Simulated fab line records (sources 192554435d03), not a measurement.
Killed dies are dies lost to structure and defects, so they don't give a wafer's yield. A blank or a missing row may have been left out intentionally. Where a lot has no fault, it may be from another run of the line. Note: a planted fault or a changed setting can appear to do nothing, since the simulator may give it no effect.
fab line records / flow n5Finfet / part 2 of 2: steps 26 to 32 of 32
[record] lots = 5 wafers = 15 lastDay = 16
route steps=1938 shown TV_LITHO@1879 TV_OPEN@1887 PAD_METAL@1893 PASSIVATION@1897
lots with no fault: from the same line, run without faults
startH: the number of hours between the record's first day and the start of the first shown wafer of the lot / waitH: how many hours have passed since the lot's step before this one / " repeats the value in the row above / L1.1+2: several wafers, shown together as one row / - no value, or no start given / * or withheld: withheld / < > ~ a bound
route shown NAME@n: NAME is a module with steps in the file, n the number in the route of the first one / usual: mean/standard deviation taken from wafers without a fault / same: alike in all rows / chamber/n: place in a boat / sites: readings site by site / _std_site: how widely they spread, as a standard deviation / _edge_site: mean of outer sites minus mean of inner sites / radiusMm: for every site, how far away it sits from the centre of the wafer / mask NAME#n: copy n / behind: tool/chamber where the wafer was last shaped / hold: the reason the lot was held/the length of the hold in hours/how it ended / device: the transistor (n, p or np) that didn't switch / end of line: at the end of the route, the tests of the same wafers / a step given without rows: its recipe and nothing more / killed: at the first sort, the dies lost to defects and structure; wafer yield is something else / map: a wafer's dies, x killed, . not, _ none there
set.NAME: the setting the step ran with; set.NAME@STEP: the setting that earlier step ran with / model.NAME: the simulator's own value behind a step, which no gauge read
lots at some steps of the route; a table a step, a row a wafer
services: when a tool's chamber went out of use (startH, in hours from the record's first day, below 0 if earlier), for how many hours, and the reason
[[steps]]
[step N5_PASSIVATION_HARDBAKE_31]
[recipe] tempC = 130 timeS = 120
[usual] plateTempC = 129.98/0.14
lot.wafer=L079.2 tool=lithoTrack-04 chamber=0 startH=- waitH=- plateTempC=129.64
lot.wafer=L079.5 tool=lithoTrack-04 chamber=0 startH=- waitH=- plateTempC=129.93
lot.wafer=L079.6 tool=lithoTrack-04 chamber=0 startH=- waitH=- plateTempC=129.78
lot.wafer=L078.2 tool=lithoTrack-03 chamber=0 startH=- waitH=- plateTempC=130.03
lot.wafer=L078.3 tool=lithoTrack-03 chamber=0 startH=- waitH=- plateTempC=130.13
lot.wafer=L078.4 tool=lithoTrack-03 chamber=0 startH=- waitH=- plateTempC=130.20
lot.wafer=L087.1 tool=lithoTrack-01 chamber=0 startH=- waitH=- plateTempC=129.83
lot.wafer=L087.2 tool=lithoTrack-01 chamber=0 startH=- waitH=- plateTempC=129.78
lot.wafer=L087.3 tool=lithoTrack-01 chamber=0 startH=- waitH=- plateTempC=129.91
lot.wafer=L085.1 tool=lithoTrack-03 chamber=0 startH=- waitH=- plateTempC=130.03
lot.wafer=L085.5 tool=lithoTrack-03 chamber=0 startH=- waitH=- plateTempC=130.10
lot.wafer=L085.6 tool=lithoTrack-03 chamber=0 startH=- waitH=- plateTempC=129.95
lot.wafer=L093.1 tool=lithoTrack-01 chamber=0 startH=- waitH=- plateTempC=130.06
lot.wafer=L093.2 tool=lithoTrack-01 chamber=0 startH=- waitH=- plateTempC=130.04
lot.wafer=L093.6 tool=lithoTrack-01 chamber=0 startH=- waitH=- plateTempC=129.97
[step N5_PASSIVATION_CD_MEAS_30]
[recipe] targetCdNm = 4000 landingEnergyEv = 500 detector = seInlens polarity = opening
[usual] cdNm = 3999.7/2.1
[same] landingEnergyEv = 500
lot.wafer=L079.2 tool=cdSem-03 chamber=0 startH=311.04 waitH=- cdNm=4001.2
lot.wafer=L079.5 tool=cdSem-03 chamber=0 startH=311.04 waitH=- cdNm=4001.9
lot.wafer=L079.6 tool=cdSem-03 chamber=0 startH=311.04 waitH=- cdNm=3999.0
lot.wafer=L078.2 tool=cdSem-02 chamber=0 startH=317.00 waitH=- cdNm=4003.1
lot.wafer=L078.3 tool=cdSem-02 chamber=0 startH=317.00 waitH=- cdNm=3999.4
lot.wafer=L078.4 tool=cdSem-02 chamber=0 startH=317.00 waitH=- cdNm=4000.4
lot.wafer=L087.1 tool=cdSem-02 chamber=0 startH=344.99 waitH=- cdNm=3999.7
lot.wafer=L087.2 tool=cdSem-02 chamber=0 startH=344.99 waitH=- cdNm=4001.1
lot.wafer=L087.3 tool=cdSem-02 chamber=0 startH=344.99 waitH=- cdNm=3998.2
lot.wafer=L085.1 tool=cdSem-02 chamber=0 startH=345.94 waitH=- cdNm=4000.6
lot.wafer=L085.5 tool=cdSem-02 chamber=0 startH=345.94 waitH=- cdNm=4001.5
lot.wafer=L085.6 tool=cdSem-02 chamber=0 startH=345.94 waitH=- cdNm=4000.2
lot.wafer=L093.1 tool=cdSem-02 chamber=0 startH=370.13 waitH=- cdNm=3998.2
lot.wafer=L093.2 tool=cdSem-02 chamber=0 startH=370.13 waitH=- cdNm=3998.7
lot.wafer=L093.6 tool=cdSem-02 chamber=0 startH=370.13 waitH=- cdNm=4000.1
[step N5_PASSIVATION_OVL_MEAS_63]
[recipe] pointsPerWafer = 44
[usual] PAD_OVL = -2/5.6
lot.wafer=L079.2 tool=overlay-02 chamber=0 startH=311.07 waitH=0.0 PAD_OVL[nm]=-5
lot.wafer=L079.5 tool=overlay-02 chamber=0 startH=311.07 waitH=0.0 PAD_OVL[nm]=-7
lot.wafer=L079.6 tool=overlay-02 chamber=0 startH=311.07 waitH=0.0 PAD_OVL[nm]=-1
lot.wafer=L078.2 tool=overlay-01 chamber=0 startH=317.03 waitH=0.0 PAD_OVL[nm]=-1
lot.wafer=L078.3 tool=overlay-01 chamber=0 startH=317.03 waitH=0.0 PAD_OVL[nm]=-7
lot.wafer=L078.4 tool=overlay-01 chamber=0 startH=317.03 waitH=0.0 PAD_OVL[nm]=-6
lot.wafer=L087.1 tool=overlay-02 chamber=0 startH=345.02 waitH=0.0 PAD_OVL[nm]=-12
lot.wafer=L087.2 tool=overlay-02 chamber=0 startH=345.02 waitH=0.0 PAD_OVL[nm]=-12
lot.wafer=L087.3 tool=overlay-02 chamber=0 startH=345.02 waitH=0.0 PAD_OVL[nm]=-16
lot.wafer=L085.1 tool=overlay-02 chamber=0 startH=345.97 waitH=0.0 PAD_OVL[nm]=-16
lot.wafer=L085.5 tool=overlay-02 chamber=0 startH=345.97 waitH=0.0 PAD_OVL[nm]=-5
lot.wafer=L085.6 tool=overlay-02 chamber=0 startH=345.97 waitH=0.0 PAD_OVL[nm]=-5
lot.wafer=L093.1 tool=overlay-01 chamber=0 startH=370.16 waitH=0.0 PAD_OVL[nm]=-13
lot.wafer=L093.2 tool=overlay-01 chamber=0 startH=370.16 waitH=0.0 PAD_OVL[nm]=-6
lot.wafer=L093.6 tool=overlay-01 chamber=0 startH=370.16 waitH=0.0 PAD_OVL[nm]=-1
[step N5_PASSIVATION_INSPECT_64]
[recipe] mode = adi inspectInstrument = macro
[usual] rawDefectCount = 2.1/1.6
lot.wafer=L079.2 tool=defectInspect-01 chamber=- startH=311.09 waitH=0.0 rawDefectCount=4
lot.wafer=L079.5 tool=defectInspect-01 chamber=- startH=311.09 waitH=0.0 rawDefectCount=1
lot.wafer=L079.6 tool=defectInspect-01 chamber=- startH=311.09 waitH=0.0 rawDefectCount=0
lot.wafer=L078.2 tool=defectInspect-01 chamber=- startH=317.06 waitH=0.0 rawDefectCount=0
lot.wafer=L078.3 tool=defectInspect-01 chamber=- startH=317.06 waitH=0.0 rawDefectCount=1
lot.wafer=L078.4 tool=defectInspect-01 chamber=- startH=317.06 waitH=0.0 rawDefectCount=1
lot.wafer=L087.1 tool=defectInspect-02 chamber=- startH=345.04 waitH=0.0 rawDefectCount=4
lot.wafer=L087.2 tool=defectInspect-02 chamber=- startH=345.04 waitH=0.0 rawDefectCount=7
lot.wafer=L087.3 tool=defectInspect-02 chamber=- startH=345.04 waitH=0.0 rawDefectCount=0
lot.wafer=L085.1 tool=defectInspect-02 chamber=- startH=346.00 waitH=0.0 rawDefectCount=4
lot.wafer=L085.5 tool=defectInspect-02 chamber=- startH=346.00 waitH=0.0 rawDefectCount=2
lot.wafer=L085.6 tool=defectInspect-02 chamber=- startH=346.00 waitH=0.0 rawDefectCount=3
lot.wafer=L093.1 tool=defectInspect-02 chamber=- startH=370.19 waitH=0.0 rawDefectCount=2
lot.wafer=L093.2 tool=defectInspect-02 chamber=- startH=370.19 waitH=0.0 rawDefectCount=2
lot.wafer=L093.6 tool=defectInspect-02 chamber=- startH=370.19 waitH=0.0 rawDefectCount=6
[step N5_PASSIVATION_DESCUM_32]
[recipe] chemistry = O2 timeS = 7.9 sourcePowerW = 50 biasPowerW = 20 pressureMtorr = 20 rfFrequencyHz = 2.712e+07 tempC = 40 o2FlowSccm = 225
[usual] drypumpMotorCurrentA = 5.7/0.49 oesProductAu = 0.79/0.1 rfVppV = 242.8/1.6 showerheadPlenumPTorr = 2.08/0.076 throttleValvePct = 20.55/0.2
lot.wafer=L079.2 tool=rieDiel-04 chamber=3 startH=311.13 waitH=0.0 drypumpMotorCurrentA=4.9 oesProductAu=0.70 rfHoursCounterH=203 rfVppV=241.7 showerheadPlenumPTorr=1.99 throttleValvePct=20.78
lot.wafer=L079.5 tool=rieDiel-04 chamber=0 startH=311.13 waitH=0.0 drypumpMotorCurrentA=6.0 oesProductAu=0.71 rfHoursCounterH=- rfVppV=247.4 showerheadPlenumPTorr=2.17 throttleValvePct=20.56
lot.wafer=L079.6 tool=rieDiel-04 chamber=3 startH=311.13 waitH=0.0 drypumpMotorCurrentA=4.9 oesProductAu=0.69 rfHoursCounterH=- rfVppV=240.7 showerheadPlenumPTorr=1.99 throttleValvePct=20.79
lot.wafer=L078.2 tool=rieDiel-04 chamber=0 startH=317.10 waitH=0.0 drypumpMotorCurrentA=6.0 oesProductAu=0.71 rfHoursCounterH=182 rfVppV=244.3 showerheadPlenumPTorr=2.17 throttleValvePct=20.58
lot.wafer=L078.3 tool=rieDiel-04 chamber=1 startH=317.10 waitH=0.0 drypumpMotorCurrentA=5.8 oesProductAu=0.80 rfHoursCounterH=96 rfVppV=243.6 showerheadPlenumPTorr=2.11 throttleValvePct=20.68
lot.wafer=L078.4 tool=rieDiel-04 chamber=0 startH=317.10 waitH=0.0 drypumpMotorCurrentA=6.0 oesProductAu=0.71 rfHoursCounterH=- rfVppV=243.3 showerheadPlenumPTorr=2.17 throttleValvePct=20.57
lot.wafer=L087.1 tool=rieDiel-04 chamber=2 startH=345.08 waitH=0.0 drypumpMotorCurrentA=4.8 oesProductAu=1.01 rfHoursCounterH=1 rfVppV=244.7 showerheadPlenumPTorr=2.15 throttleValvePct=20.18
lot.wafer=L087.2 tool=rieDiel-04 chamber=1 startH=345.08 waitH=0.0 drypumpMotorCurrentA=5.8 oesProductAu=0.79 rfHoursCounterH=102 rfVppV=242.5 showerheadPlenumPTorr=2.10 throttleValvePct=20.71
lot.wafer=L087.3 tool=rieDiel-04 chamber=3 startH=345.08 waitH=0.0 drypumpMotorCurrentA=4.9 oesProductAu=0.69 rfHoursCounterH=211 rfVppV=241.4 showerheadPlenumPTorr=1.99 throttleValvePct=20.79
lot.wafer=L085.1 tool=rieDiel-05 chamber=1 startH=346.03 waitH=0.0 drypumpMotorCurrentA=6.1 oesProductAu=0.99 rfHoursCounterH=2 rfVppV=244.3 showerheadPlenumPTorr=2.22 throttleValvePct=20.45
lot.wafer=L085.5 tool=rieDiel-05 chamber=0 startH=346.03 waitH=0.0 drypumpMotorCurrentA=5.7 oesProductAu=0.68 rfHoursCounterH=- rfVppV=243.0 showerheadPlenumPTorr=2.06 throttleValvePct=20.92
lot.wafer=L085.6 tool=rieDiel-05 chamber=3 startH=346.03 waitH=0.0 drypumpMotorCurrentA=5.4 oesProductAu=0.70 rfHoursCounterH=- rfVppV=242.1 showerheadPlenumPTorr=2.07 throttleValvePct=20.61
lot.wafer=L093.1 tool=rieDiel-04 chamber=1 startH=370.22 waitH=0.0 drypumpMotorCurrentA=5.8 oesProductAu=0.79 rfHoursCounterH=112 rfVppV=244.2 showerheadPlenumPTorr=2.10 throttleValvePct=20.70
lot.wafer=L093.2 tool=rieDiel-04 chamber=0 startH=370.22 waitH=0.0 drypumpMotorCurrentA=6.0 oesProductAu=0.71 rfHoursCounterH=197 rfVppV=243.7 showerheadPlenumPTorr=2.16 throttleValvePct=20.59
lot.wafer=L093.6 tool=rieDiel-04 chamber=0 startH=370.22 waitH=0.0 drypumpMotorCurrentA=6.0 oesProductAu=0.71 rfHoursCounterH=- rfVppV=246.3 showerheadPlenumPTorr=2.16 throttleValvePct=20.59
[step N5_PASSIVATION_AL_ETCH_33]
[recipe] chemistry = Cl2/BCl3 targetDepthA = 28000 overEtchFrac = 0.15 Cl2_flow_sccm = 180 bcl3FlowSccm = 60 target = Al stopOn = TaN timeS = 466.7 ionEnergyEv = 100 pressureMtorr = 10 icpW = 900 biasW = 100
[usual] drypumpMotorCurrentA = 5.5/0.33 mfcCl2Sccm = 180.0/0.61 oesProductAu = 0.71/0.046 throttleValvePct = 34.16/0.25
lot.wafer=L079.2 tool=rieMetal-03 chamber=0 startH=311.21 waitH=0.1 drypumpMotorCurrentA=6.0 mfcCl2Sccm=181.1 oesProductAu=0.65 rfHoursCounterH=71 throttleValvePct=34.26
lot.wafer=L079.5 tool=rieMetal-03 chamber=0 startH=311.21 waitH=0.1 drypumpMotorCurrentA=6.0 mfcCl2Sccm=181.3 oesProductAu=0.66 rfHoursCounterH=- throttleValvePct=34.24
lot.wafer=L079.6 tool=rieMetal-03 chamber=1 startH=311.21 waitH=0.1 drypumpMotorCurrentA=5.2 mfcCl2Sccm=180.3 oesProductAu=0.76 rfHoursCounterH=- throttleValvePct=33.90
lot.wafer=L078.2 tool=rieMetal-01 chamber=0 startH=317.18 waitH=0.1 drypumpMotorCurrentA=5.3 mfcCl2Sccm=180.5 oesProductAu=0.75 rfHoursCounterH=26 throttleValvePct=34.05
lot.wafer=L078.3 tool=rieMetal-01 chamber=1 startH=317.18 waitH=0.1 drypumpMotorCurrentA=5.2 mfcCl2Sccm=180.0 oesProductAu=0.71 rfHoursCounterH=- throttleValvePct=34.41
lot.wafer=L078.4 tool=rieMetal-01 chamber=0 startH=317.18 waitH=0.1 drypumpMotorCurrentA=5.4 mfcCl2Sccm=180.5 oesProductAu=0.75 rfHoursCounterH=- throttleValvePct=34.08
lot.wafer=L087.1 tool=rieMetal-03 chamber=0 startH=345.16 waitH=0.1 drypumpMotorCurrentA=6.0 mfcCl2Sccm=179.6 oesProductAu=0.65 rfHoursCounterH=75 throttleValvePct=34.28
lot.wafer=L087.2 tool=rieMetal-03 chamber=1 startH=345.16 waitH=0.1 drypumpMotorCurrentA=5.2 mfcCl2Sccm=179.6 oesProductAu=0.74 rfHoursCounterH=24 throttleValvePct=33.91
lot.wafer=L087.3 tool=rieMetal-03 chamber=0 startH=345.16 waitH=0.1 drypumpMotorCurrentA=6.0 mfcCl2Sccm=180.6 oesProductAu=0.65 rfHoursCounterH=- throttleValvePct=34.27
lot.wafer=L085.1 tool=rieMetal-03 chamber=0 startH=346.12 waitH=0.1 drypumpMotorCurrentA=6.0 mfcCl2Sccm=180.2 oesProductAu=0.65 rfHoursCounterH=75 throttleValvePct=34.29
lot.wafer=L085.5 tool=rieMetal-03 chamber=1 startH=346.12 waitH=0.1 drypumpMotorCurrentA=5.1 mfcCl2Sccm=179.7 oesProductAu=0.74 rfHoursCounterH=- throttleValvePct=33.93
lot.wafer=L085.6 tool=rieMetal-03 chamber=0 startH=346.12 waitH=0.1 drypumpMotorCurrentA=6.0 mfcCl2Sccm=179.2 oesProductAu=0.65 rfHoursCounterH=- throttleValvePct=34.24
lot.wafer=L093.1 tool=rieMetal-01 chamber=1 startH=370.31 waitH=0.1 drypumpMotorCurrentA=5.2 mfcCl2Sccm=180.2 oesProductAu=0.69 rfHoursCounterH=49 throttleValvePct=34.48
lot.wafer=L093.2 tool=rieMetal-01 chamber=0 startH=370.31 waitH=0.1 drypumpMotorCurrentA=5.4 mfcCl2Sccm=177.9 oesProductAu=0.73 rfHoursCounterH=31 throttleValvePct=34.05
lot.wafer=L093.6 tool=rieMetal-01 chamber=1 startH=370.31 waitH=0.1 drypumpMotorCurrentA=5.2 mfcCl2Sccm=180.8 oesProductAu=0.70 rfHoursCounterH=- throttleValvePct=34.46
[step N5_PASSIVATION_ETCH_59]
[recipe] chemistry = Cl2/BCl3 target = TaN targetDepthA = 650 timeS = 34.9 ionEnergyEv = 100 pressureMtorr = 10 icpW = 900 biasW = 100 Cl2_flow_sccm = 60 bcl3FlowSccm = 30
[usual] drypumpMotorCurrentA = 5.5/0.33 mfcCl2Sccm = 59.97/0.18 oesProductAu = 0.79/0.061 throttleValvePct = 21.02/0.18
lot.wafer=L079.2 tool=rieMetal-03 chamber=0 startH=311.61 waitH=0.3 drypumpMotorCurrentA=6.0 mfcCl2Sccm=59.82 oesProductAu=0.72 rfHoursCounterH=72 throttleValvePct=21.07
lot.wafer=L079.5 tool=rieMetal-03 chamber=0 startH=311.61 waitH=0.3 drypumpMotorCurrentA=6.0 mfcCl2Sccm=60.03 oesProductAu=0.72 rfHoursCounterH=- throttleValvePct=21.10
lot.wafer=L079.6 tool=rieMetal-03 chamber=1 startH=311.61 waitH=0.3 drypumpMotorCurrentA=5.1 mfcCl2Sccm=59.92 oesProductAu=0.89 rfHoursCounterH=- throttleValvePct=20.72
lot.wafer=L078.2 tool=rieMetal-01 chamber=0 startH=317.58 waitH=0.3 drypumpMotorCurrentA=5.4 mfcCl2Sccm=59.83 oesProductAu=0.84 rfHoursCounterH=26 throttleValvePct=21.01
lot.wafer=L078.3 tool=rieMetal-01 chamber=1 startH=317.58 waitH=0.3 drypumpMotorCurrentA=5.2 mfcCl2Sccm=59.87 oesProductAu=0.76 rfHoursCounterH=- throttleValvePct=21.29
lot.wafer=L078.4 tool=rieMetal-01 chamber=0 startH=317.58 waitH=0.3 drypumpMotorCurrentA=5.4 mfcCl2Sccm=59.99 oesProductAu=0.82 rfHoursCounterH=- throttleValvePct=21.00
lot.wafer=L087.1 tool=rieMetal-03 chamber=0 startH=345.56 waitH=0.3 drypumpMotorCurrentA=6.0 mfcCl2Sccm=60.00 oesProductAu=0.72 rfHoursCounterH=75 throttleValvePct=21.08
lot.wafer=L087.2 tool=rieMetal-03 chamber=1 startH=345.56 waitH=0.3 drypumpMotorCurrentA=5.1 mfcCl2Sccm=60.19 oesProductAu=0.87 rfHoursCounterH=24 throttleValvePct=20.76
lot.wafer=L087.3 tool=rieMetal-03 chamber=0 startH=345.56 waitH=0.3 drypumpMotorCurrentA=6.0 mfcCl2Sccm=60.09 oesProductAu=0.72 rfHoursCounterH=- throttleValvePct=21.07
lot.wafer=L085.1 tool=rieMetal-03 chamber=0 startH=346.52 waitH=0.3 drypumpMotorCurrentA=6.1 mfcCl2Sccm=59.96 oesProductAu=0.71 rfHoursCounterH=76 throttleValvePct=21.08
lot.wafer=L085.5 tool=rieMetal-03 chamber=1 startH=346.52 waitH=0.3 drypumpMotorCurrentA=5.1 mfcCl2Sccm=60.21 oesProductAu=0.85 rfHoursCounterH=- throttleValvePct=20.75
lot.wafer=L085.6 tool=rieMetal-03 chamber=0 startH=346.52 waitH=0.3 drypumpMotorCurrentA=6.0 mfcCl2Sccm=59.76 oesProductAu=0.71 rfHoursCounterH=- throttleValvePct=21.08
lot.wafer=L093.1 tool=rieMetal-01 chamber=1 startH=370.71 waitH=0.3 drypumpMotorCurrentA=5.2 mfcCl2Sccm=60.25 oesProductAu=0.75 rfHoursCounterH=49 throttleValvePct=21.29
lot.wafer=L093.2 tool=rieMetal-01 chamber=0 startH=370.71 waitH=0.3 drypumpMotorCurrentA=5.4 mfcCl2Sccm=60.14 oesProductAu=0.82 rfHoursCounterH=31 throttleValvePct=20.98
lot.wafer=L093.6 tool=rieMetal-01 chamber=1 startH=370.71 waitH=0.3 drypumpMotorCurrentA=5.2 mfcCl2Sccm=60.14 oesProductAu=0.75 rfHoursCounterH=- throttleValvePct=21.29
[[services]]
tool=pvdSputter-02 chamber=- startH=285.64 hours=5.0 kind=repair
tool=rieDiel-02 chamber=2 startH=286.38 hours=3.2 kind=repair
tool=krfScanner-01 chamber=- startH=292.33 hours=0.8 kind=pm
tool=krfScanner-01 chamber=- startH=294.42 hours=0.8 kind=pm
tool=krfScanner-01 chamber=0 startH=295.36 hours=- kind=calibration
tool=krfScanner-01 chamber=- startH=296.04 hours=2.2 kind=repair
tool=krfScanner-02 chamber=- startH=300.13 hours=0.8 kind=pm
tool=krfScanner-02 chamber=0 startH=303.20 hours=- kind=calibration
tool=rieMetal-01 chamber=- startH=311.40 hours=1.4 kind=pm
tool=rieDiel-03 chamber=3 startH=322.36 hours=15.4 kind=repair
tool=krfScanner-01 chamber=- startH=328.22 hours=0.2 kind=repair
tool=rieDiel-04 chamber=- startH=328.49 hours=15.6 kind=pm
tool=rieDiel-02 chamber=1 startH=334.87 hours=- kind=clean
tool=rieDiel-02 chamber=1 startH=334.87 hours=- kind=consumableReplace:focusRing
tool=rieDiel-02 chamber=1 startH=334.87 hours=- kind=consumableReplace:showerhead
tool=rieDiel-02 chamber=1 startH=334.87 hours=27.6 kind=scheduledDown
tool=rieDiel-02 chamber=1 startH=334.87 hours=27.6 kind=ventCycle
tool=rieDiel-03 chamber=1 startH=337.77 hours=14.5 kind=repair
tool=pvdSputter-03 chamber=- startH=338.72 hours=1.8 kind=repair
tool=krfScanner-01 chamber=- startH=341.14 hours=1.0 kind=pm
tool=rieMetal-01 chamber=- startH=351.44 hours=0.4 kind=repair
tool=krfScanner-02 chamber=- startH=363.75 hours=1.3 kind=pm
tool=lithoTrack-01 chamber=- startH=368.01 hours=- kind=consumableReplace:filter
tool=krfScanner-02 chamber=- startH=368.70 hours=1.3 kind=repair
